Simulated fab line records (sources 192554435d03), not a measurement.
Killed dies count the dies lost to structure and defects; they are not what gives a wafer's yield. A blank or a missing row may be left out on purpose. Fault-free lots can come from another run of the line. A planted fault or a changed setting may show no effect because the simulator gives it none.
Which tool is to blame? || flow n5 finfet || 27 wafers from 9 lots sampled at 6 of the route's 1938 steps

## WHAT THE GAUGES READ, wafer by wafer
N5_BEOL_M4_RC_MEAS_101. Usual: DIBL_N 36.3 mV/V, standard deviation 1.2; DIBL_P 36.3 mV/V, standard deviation 1.4; IOFF_N 0.160 nA/um, standard deviation 0.02; IOFF_P 0.210 nA/um, standard deviation 0.025; ION_N 675 uA/um, standard deviation 9.5; ION_P 462 uA/um, standard deviation 7; SS_N 71.5 mV/dec, standard deviation 0.53; SS_P 73.4 mV/dec, standard deviation 0.55; VT_N 249.5 mV, standard deviation 2.6; VT_P -250.1 mV, standard deviation 2.9.
{"lot": "L428", "measured": "day 9 03:32", "on": "prober-01", "DIBL_N (mV/V)": "36.1 35.3 34.3", "DIBL_P (mV/V)": "36.3 35.3 34.0", "IOFF_N (nA/um)": "0.164 0.164 0.140", "IOFF_P (nA/um)": "0.226 0.217 0.194", "ION_N (uA/um)": "678 682 667", "ION_P (uA/um)": "466 462 458", "SS_N (mV/dec)": "71.2 71.3 70.9", "SS_P (mV/dec)": "72.9 73.2 73.2", "VT_N (mV)": "249.9 249.6 252.4", "VT_P (mV)": "-248.1 -246.8 -250.2", "flag": ""}
{"lot": "L431", "measured": "day 9 18:59", "on": "prober-01", "DIBL_N (mV/V)": "35.4 35.3 35.5", "DIBL_P (mV/V)": "37.2 36.7 36.8", "IOFF_N (nA/um)": "0.147 0.145 0.142", "IOFF_P (nA/um)": "0.184 0.182 0.176", "ION_N (uA/um)": "676 670 670", "ION_P (uA/um)": "449 456 454", "SS_N (mV/dec)": "71.5 71.5 72.1", "SS_P (mV/dec)": "72.9 73.2 73.9", "VT_N (mV)": "252.4 252.5 255.6", "VT_P (mV)": "-253.0 -253.3 -251.6", "flag": ""}
{"lot": "L433", "measured": "day 10 02:20", "on": "prober-02", "DIBL_N (mV/V)": "36.7 36.0 35.7", "DIBL_P (mV/V)": "37.4 36.1 35.6", "IOFF_N (nA/um)": "0.178 0.155 0.147", "IOFF_P (nA/um)": "0.258 0.236 0.217", "ION_N (uA/um)": "679 667 668", "ION_P (uA/um)": "466 460 460", "SS_N (mV/dec)": "71.6 71.6 71.5", "SS_P (mV/dec)": "74.1 73.8 73.6", "VT_N (mV)": "245.1 250.2 247.7", "VT_P (mV)": "-243.4 -246.4 -246.2", "flag": ""}
{"lot": "L437", "measured": "day 11 07:54", "on": "prober-02", "DIBL_N (mV/V)": "36.4 34.4 34.4", "DIBL_P (mV/V)": "35.8 34.2 33.7", "IOFF_N (nA/um)": "0.157 0.134 0.129", "IOFF_P (nA/um)": "0.224 0.198 0.191", "ION_N (uA/um)": "671 666 661", "ION_P (uA/um)": "462 465 461", "SS_N (mV/dec)": "71.4 70.9 71.1", "SS_P (mV/dec)": "72.4 72.1 72.8", "VT_N (mV)": "251.7 250.7 250.5", "VT_P (mV)": "-247.5 -250.9 -251.9", "flag": ""}
{"lot": "L439", "measured": "day 12 18:58", "on": "prober-02", "DIBL_N (mV/V)": "35.2 35.2 36.1", "DIBL_P (mV/V)": "34.7 36.1 36.3", "IOFF_N (nA/um)": "0.131 0.147 0.147", "IOFF_P (nA/um)": "0.185 0.210 0.188", "ION_N (uA/um)": "658 684 664", "ION_P (uA/um)": "450 468 453", "SS_N (mV/dec)": "71.7 70.9 71.8", "SS_P (mV/dec)": "73.8 73.9 73.7", "VT_N (mV)": "254.0 251.6 252.1", "VT_P (mV)": "-251.0 -248.5 -253.5", "flag": ""}
{"lot": "L440", "measured": "day 12 23:57", "on": "prober-02", "DIBL_N (mV/V)": "36.9 36.4 35.2", "DIBL_P (mV/V)": "36.0 36.5 34.8", "IOFF_N (nA/um)": "0.189 0.184 0.161", "IOFF_P (nA/um)": "0.241 0.248 0.212", "ION_N (uA/um)": "691 687 682", "ION_P (uA/um)": "476 469 465", "SS_N (mV/dec)": "72.0 71.9 71.8", "SS_P (mV/dec)": "73.2 73.6 73.0", "VT_N (mV)": "243.7 244.9 248.2", "VT_P (mV)": "-246.1 -246.3 -247.9", "flag": ""}
{"lot": "L444", "measured": "day 14 17:20", "on": "prober-01", "DIBL_N (mV/V)": "37.6 37.5 35.9", "DIBL_P (mV/V)": "37.1 38.0 35.6", "IOFF_N (nA/um)": "0.161 0.166 0.140", "IOFF_P (nA/um)": "0.217 0.232 0.205", "ION_N (uA/um)": "668 672 672", "ION_P (uA/um)": "463 459 463", "SS_N (mV/dec)": "72.0 72.5 71.4", "SS_P (mV/dec)": "73.6 74.2 73.5", "VT_N (mV)": "248.7 250.3 249.4", "VT_P (mV)": "-250.7 -246.4 -251.9", "flag": ""}
{"lot": "L448", "measured": "day 14 22:32", "on": "prober-01", "DIBL_N (mV/V)": "35.8 35.5 34.8", "DIBL_P (mV/V)": "36.4 34.8 34.7", "IOFF_N (nA/um)": "0.172 0.154 0.147", "IOFF_P (nA/um)": "0.200 0.179 0.184", "ION_N (uA/um)": "682 676 677", "ION_P (uA/um)": "461 458 464", "SS_N (mV/dec)": "70.8 71.4 70.5", "SS_P (mV/dec)": "73.0 73.1 72.1", "VT_N (mV)": "246.2 247.9 250.8", "VT_P (mV)": "-253.4 -254.3 -251.8", "flag": ""}
{"lot": "L449", "measured": "day 15 08:37", "on": "prober-01", "DIBL_N (mV/V)": "36.0 35.2 35.2", "DIBL_P (mV/V)": "36.6 35.6 35.0", "IOFF_N (nA/um)": "0.165 0.144 0.141", "IOFF_P (nA/um)": "0.215 0.190 0.183", "ION_N (uA/um)": "682 674 679", "ION_P (uA/um)": "462 462 466", "SS_N (mV/dec)": "71.3 70.7 71.6", "SS_P (mV/dec)": "73.0 73.1 73.3", "VT_N (mV)": "247.6 250.9 252.5", "VT_P (mV)": "-251.8 -250.1 -251.1", "flag": ""}

N5_BEOL_M6_THK_MEAS_53: measures by xrf. Usual: M6_THK typically reads 79.3 nm, with standard deviation 1.6.
{"lot": "L428", "measured": "day 9 23:25", "on": "film metro-01", "M6_THK (nm)": "80.5 79.1 77.0", "flag": ""}
{"lot": "L431", "measured": "day 10 22:14", "on": "film metro-02", "M6_THK (nm)": "80.3 81.1 77.7", "flag": ""}
{"lot": "L433", "measured": "day 11 03:56", "on": "film metro-02", "M6_THK (nm)": "79.1 78.3 79.2", "flag": ""}
{"lot": "L437", "measured": "day 12 15:04", "on": "film metro-02", "M6_THK (nm)": "79.1 76.6 78.7", "flag": ""}
{"lot": "L439", "measured": "day 13 19:05", "on": "film metro-02", "M6_THK (nm)": "82.1 79.9 77.9", "flag": ""}
{"lot": "L440", "measured": "day 13 22:20", "on": "film metro-01", "M6_THK (nm)": "78.4 77.2 78.4", "flag": ""}
{"lot": "L444", "measured": "day 15 15:40", "on": "film metro-01", "M6_THK (nm)": "79.3 79.9 79.8", "flag": ""}
{"lot": "L448", "measured": "day 15 21:02", "on": "film metro-02", "M6_THK (nm)": "83.3 78.8 82.7", "flag": ""}
{"lot": "L449", "measured": "day 16 13:28", "on": "film metro-01", "M6_THK (nm)": "79.6 76.9 78.3", "flag": ""}

N5_BEOL_M7_THK_MEAS_01. Usual: M7_ILD_THK typically reads 155.0 nm, with standard deviation 2.4.
{"lot": "L428", "measured": "day 10 00:11", "on": "film metro-02", "M7_ILD_THK (nm)": "154.3 155.0 154.6", "flag": ""}
{"lot": "L431", "measured": "day 10 23:00", "on": "film metro-02", "M7_ILD_THK (nm)": "155.0 152.8 154.6", "flag": ""}
{"lot": "L433", "measured": "day 11 04:42", "on": "film metro-02", "M7_ILD_THK (nm)": "155.3 158.5 158.1", "flag": ""}
{"lot": "L437", "measured": "day 12 15:55", "on": "film metro-02", "M7_ILD_THK (nm)": "152.8 111.0 153.9", "flag": "OFF"}
{"lot": "L439", "measured": "day 13 19:51", "on": "film metro-01", "M7_ILD_THK (nm)": "110.6 153.0 113.0", "flag": "OFF"}
{"lot": "L440", "measured": "day 13 23:06", "on": "film metro-01", "M7_ILD_THK (nm)": "157.0 159.9 160.1", "flag": ""}
{"lot": "L444", "measured": "day 15 16:28", "on": "film metro-01", "M7_ILD_THK (nm)": "154.8 157.4 157.1", "flag": ""}
{"lot": "L448", "measured": "day 15 22:01", "on": "film metro-02", "M7_ILD_THK (nm)": "154.7 154.7 155.8", "flag": ""}
{"lot": "L449", "measured": "day 16 14:55", "on": "film metro-01", "M7_ILD_THK (nm)": "158.5 161.9 161.7", "flag": ""}

## WHICH TOOL RAN EACH LOT (tool, then ch and the chambers of the sampled wafers, then the start)
{"lot": "L428", "N5_BEOL_M6_CURE_75": "uv cure-02 ch 2, day 9 20:58", "N5_BEOL_M6_CMP_52": "cmp-04 ch 0,1,3, day 9 23:11", "N5_BEOL_M7_ILD_DEP_00": "pecvd-03 ch 1,2, day 9 23:36"}
{"lot": "L431", "N5_BEOL_M6_CURE_75": "uv cure-02 ch 1, day 10 18:36", "N5_BEOL_M6_CMP_52": "cmp-03 ch 0,3, day 10 21:56", "N5_BEOL_M7_ILD_DEP_00": "pecvd-03 ch 0,1,2, day 10 22:26"}
{"lot": "L433", "N5_BEOL_M6_CURE_75": "uv cure-03 ch 2, day 11 01:10", "N5_BEOL_M6_CMP_52": "cmp-01 ch 0,1,3, day 11 03:43", "N5_BEOL_M7_ILD_DEP_00": "pecvd-02 ch 1,2, day 11 04:07"}
{"lot": "L437", "N5_BEOL_M6_CURE_75": "uv cure-02 ch 1, day 12 11:38", "N5_BEOL_M6_CMP_52": "cmp-04 ch 0,1,2, day 12 14:51", "N5_BEOL_M7_ILD_DEP_00": "pecvd-03 ch 1,2, day 12 15:17"}
{"lot": "L439", "N5_BEOL_M6_CURE_75": "uv cure-02 ch 0, day 13 14:39", "N5_BEOL_M6_CMP_52": "cmp-04 ch 0,2,3, day 13 18:47", "N5_BEOL_M7_ILD_DEP_00": "pecvd-03 ch 0,2, day 13 19:16"}
{"lot": "L440", "N5_BEOL_M6_CURE_75": "uv cure-02 ch 2, day 13 20:16", "N5_BEOL_M6_CMP_52": "cmp-04 ch 0,1, day 13 22:02", "N5_BEOL_M7_ILD_DEP_00": "pecvd-02 ch 0,1, day 13 22:31"}
{"lot": "L444", "N5_BEOL_M6_CURE_75": "uv cure-03 ch 2, day 15 11:02", "N5_BEOL_M6_CMP_52": "cmp-01 ch 0,1,3, day 15 15:25", "N5_BEOL_M7_ILD_DEP_00": "pecvd-02 ch 0,1, day 15 15:52"}
{"lot": "L448", "N5_BEOL_M6_CURE_75": "uv cure-01 ch 1, day 15 17:19", "N5_BEOL_M6_CMP_52": "cmp-04 ch 0,1,3, day 15 20:49", "N5_BEOL_M7_ILD_DEP_00": "pecvd-02 ch 0,2, day 15 21:16"}
{"lot": "L449", "N5_BEOL_M6_CURE_75": "uv cure-03 ch 0, day 16 09:06", "N5_BEOL_M6_CMP_52": "cmp-04 ch 0,2,3, day 16 13:08", "N5_BEOL_M7_ILD_DEP_00": "pecvd-02 ch 0,1,2, day 16 13:39"}
- N5_BEOL_M6_CURE_75: cures SiCOH lowk, time 120 s.
- N5_BEOL_M6_CMP_52: polishes, stops on SiCOH lowk, t overpolish 6.9 s, target thk 80 nm.
- N5_BEOL_M7_ILD_DEP_00: deposits SiCOH lowk from DEMS/porogen, target thk 179.75 nm, time 33.4 s.

## WHAT THE TOOLS THEMSELVES READ (means of the sampled wafers that have a number; where no wafer has one, the mark that the record gives instead)
N5_BEOL_M6_CURE_75. Usual: lamp power pct 52.31 %, standard deviation 0.053; wafer_temp_C_max 372.4, standard deviation 0.72.
{"lot": "L428", "tool": "uv cure-02", "lamp power pct (%)": 52.28, "wafer_temp_C_max": 371.8, "flag": ""}
{"lot": "L431", "tool": "uv cure-02", "lamp power pct (%)": 52.29, "wafer_temp_C_max": 372.6, "flag": ""}
{"lot": "L433", "tool": "uv cure-03", "lamp power pct (%)": 52.34, "wafer_temp_C_max": 372.7, "flag": ""}
{"lot": "L437", "tool": "uv cure-02", "lamp power pct (%)": 52.33, "wafer_temp_C_max": 372.9, "flag": ""}
{"lot": "L439", "tool": "uv cure-02", "lamp power pct (%)": 52.34, "wafer_temp_C_max": 371.5, "flag": ""}
{"lot": "L440", "tool": "uv cure-02", "lamp power pct (%)": 52.35, "wafer_temp_C_max": 371.9, "flag": ""}
{"lot": "L444", "tool": "uv cure-03", "lamp power pct (%)": 52.34, "wafer_temp_C_max": 372.6, "flag": ""}
{"lot": "L448", "tool": "uv cure-01", "lamp power pct (%)": 52.29, "wafer_temp_C_max": 372.6, "flag": ""}
{"lot": "L449", "tool": "uv cure-03", "lamp power pct (%)": 52.33, "wafer_temp_C_max": 372.8, "flag": ""}

N5_BEOL_M6_CMP_52. Usual: barrier field endpoint s 28.6 s, standard deviation 0.61; motor current A 6.1 A, standard deviation 0.46; overpolish run s 6.900 s, standard deviation 0.0079; slurry flow ml min 150.0, standard deviation 0.47; time to endpoint s 61.3 s, standard deviation 2.8.
{"lot": "L428", "tool": "cmp-04", "barrier field endpoint s (s)": 28.5, "motor current A (A)": 6.5, "overpolish run s (s)": 6.899, "slurry flow ml min": 149.9, "time to endpoint s (s)": 60.9, "flag": ""}
{"lot": "L431", "tool": "cmp-03", "barrier field endpoint s (s)": 29.4, "motor current A (A)": 5.8, "overpolish run s (s)": 6.905, "slurry flow ml min": 150.3, "time to endpoint s (s)": 62.4, "flag": ""}
{"lot": "L433", "tool": "cmp-01", "barrier field endpoint s (s)": 28.3, "motor current A (A)": 5.7, "overpolish run s (s)": 6.893, "slurry flow ml min": 149.9, "time to endpoint s (s)": 57.8, "flag": ""}
{"lot": "L437", "tool": "cmp-04", "barrier field endpoint s (s)": 28.7, "motor current A (A)": 6.1, "overpolish run s (s)": 6.889, "slurry flow ml min": 150.1, "time to endpoint s (s)": 63.3, "flag": ""}
{"lot": "L439", "tool": "cmp-04", "barrier field endpoint s (s)": 28.7, "motor current A (A)": 6.5, "overpolish run s (s)": 6.899, "slurry flow ml min": 149.9, "time to endpoint s (s)": 58.7, "flag": ""}
{"lot": "L440", "tool": "cmp-04", "barrier field endpoint s (s)": 29.0, "motor current A (A)": 6.0, "overpolish run s (s)": 6.911, "slurry flow ml min": 150.1, "time to endpoint s (s)": 60.9, "flag": ""}
{"lot": "L444", "tool": "cmp-01", "barrier field endpoint s (s)": 28.7, "motor current A (A)": 5.9, "overpolish run s (s)": 6.900, "slurry flow ml min": 150.0, "time to endpoint s (s)": 62.5, "flag": ""}
{"lot": "L448", "tool": "cmp-04", "barrier field endpoint s (s)": 28.3, "motor current A (A)": 6.1, "overpolish run s (s)": 6.895, "slurry flow ml min": 149.9, "time to endpoint s (s)": 60.0, "flag": ""}
{"lot": "L449", "tool": "cmp-04", "barrier field endpoint s (s)": 28.5, "motor current A (A)": 6.2, "overpolish run s (s)": 6.903, "slurry flow ml min": 150.2, "time to endpoint s (s)": 59.9, "flag": ""}

N5_BEOL_M7_ILD_DEP_00. Usual: heater power w 311 W, standard deviation 57; showerhead plenum p Torr 5.741 Torr, standard deviation 0.012; throttle valve pct 13.9 %, standard deviation 0.96.
{"lot": "L428", "tool": "pecvd-03", "heater power w (W)": 330, "showerhead plenum p Torr (Torr)": 5.748, "throttle valve pct (%)": 13.2, "flag": ""}
{"lot": "L431", "tool": "pecvd-03", "heater power w (W)": 362, "showerhead plenum p Torr (Torr)": 5.739, "throttle valve pct (%)": 13.9, "flag": ""}
{"lot": "L433", "tool": "pecvd-02", "heater power w (W)": 302, "showerhead plenum p Torr (Torr)": 5.747, "throttle valve pct (%)": 13.5, "flag": ""}
{"lot": "L437", "tool": "pecvd-03", "heater power w (W)": 365, "showerhead plenum p Torr (Torr)": 5.733, "throttle valve pct (%)": 13.6, "flag": ""}
{"lot": "L439", "tool": "pecvd-03", "heater power w (W)": 330, "showerhead plenum p Torr (Torr)": 5.725, "throttle valve pct (%)": 13.8, "flag": ""}
{"lot": "L440", "tool": "pecvd-02", "heater power w (W)": 261, "showerhead plenum p Torr (Torr)": 5.753, "throttle valve pct (%)": 15.0, "flag": ""}
{"lot": "L444", "tool": "pecvd-02", "heater power w (W)": 267, "showerhead plenum p Torr (Torr)": 5.745, "throttle valve pct (%)": 15.0, "flag": ""}
{"lot": "L448", "tool": "pecvd-02", "heater power w (W)": 281, "showerhead plenum p Torr (Torr)": 5.749, "throttle valve pct (%)": 14.3, "flag": ""}
{"lot": "L449", "tool": "pecvd-02", "heater power w (W)": 288, "showerhead plenum p Torr (Torr)": 5.743, "throttle valve pct (%)": 14.3, "flag": ""}

## THE ANSWER, worked out from the rows above alone
Rule: lot off if the mean of its wafers having a number is beyond 3 standard deviations from the usual mean. A lot without any number at a reading at which 4 lots or more have one is off too. Any other lot the step has rows for is counted as sound. After the gauges, taken in route order, come the tools' own readings; for these a lot's mean is taken, as printed above. At the first step where some lot is off, the reading lying furthest off is the one used; lots without a number count as furthest.
Off: L437, L439, at N5_BEOL_M7_THK_MEAS_01 (M7_ILD_THK).
If a tool, at a process step before that reading, ran all the lots that are off and no sound lot after the first of them, it fits. Gauges at N5_BEOL_M7_THK_MEAS_01: tried the same way as those tools. One fits: pecvd-03 at N5_BEOL_M7_ILD_DEP_00. Its last sound lot is L431 (day 10 22:26), its first lot that is off L437 (day 12 15:17): a fault that began between those two fits.

## WHAT THE SIMULATOR HAD INSERTED
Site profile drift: pecvd-03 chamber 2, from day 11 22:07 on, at N5_BEOL_M7_ILD_DEP_00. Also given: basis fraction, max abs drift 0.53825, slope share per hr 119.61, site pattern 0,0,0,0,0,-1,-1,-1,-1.
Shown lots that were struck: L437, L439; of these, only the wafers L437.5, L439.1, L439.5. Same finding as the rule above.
